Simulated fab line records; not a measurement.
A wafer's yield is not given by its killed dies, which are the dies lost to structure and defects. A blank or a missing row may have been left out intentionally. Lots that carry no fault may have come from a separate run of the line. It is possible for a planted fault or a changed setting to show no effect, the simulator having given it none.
Matching of chambers | flow nand harc | NHARC_A_CONTACT_DEP_85 on pecvd-01 has 3 sister chambers
The step deposits SiON, target thk 60 nm. 3 wafers are shown with their chamber, then 7 later ones without.

WAFERS WITH THEIR CHAMBER
wafer  | chamber | heater power w (W)
L084.1 | 1       | 774
L089.1 | 2       | 601
L089.2 | 0       | 895

WAFERS WHOSE CHAMBER IS MISSING
wafer  | heater power w (W)
L089.3 | 829
L092.1 | 696
L092.3 | 760
L092.6 | 710
L093.3 | 955
L093.5 | 975
L093.6 | 743

CHAMBER TAKEN BY EACH
wafer  | from the rows above     | in truth
L089.3 | can't be placed: 1 or 0 | 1
L092.1 | can't be placed: 1 or 2 | 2
L092.3 | 1                       | 1
L092.6 | can't be placed: 1 or 2 | 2
L093.3 | 0                       | 0
L093.5 | 0                       | 0
L093.6 | can't be placed: 1 or 2 | 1
Correctly placed: 3 of 7. Cannot be placed on the basis of these rows: 4; the candidates contain the true chamber in 4. Placed wrongly: 0.
How it was worked out, from the rows above alone: a wafer's distance from a chamber is the root of the sum, over the readings, of the square of ((its reading less the chamber's mean) divided by the reading's scatter). If the next closest chamber is less than 2 further off than the closest, the wafer can't be placed; otherwise it belongs to the closest. For every chamber, the mean is computed from those of its wafers that are shown. The scatter: with one shown wafer a chamber, the root of the mean of the squares of how far each hidden wafer lies from its nearest shown one.
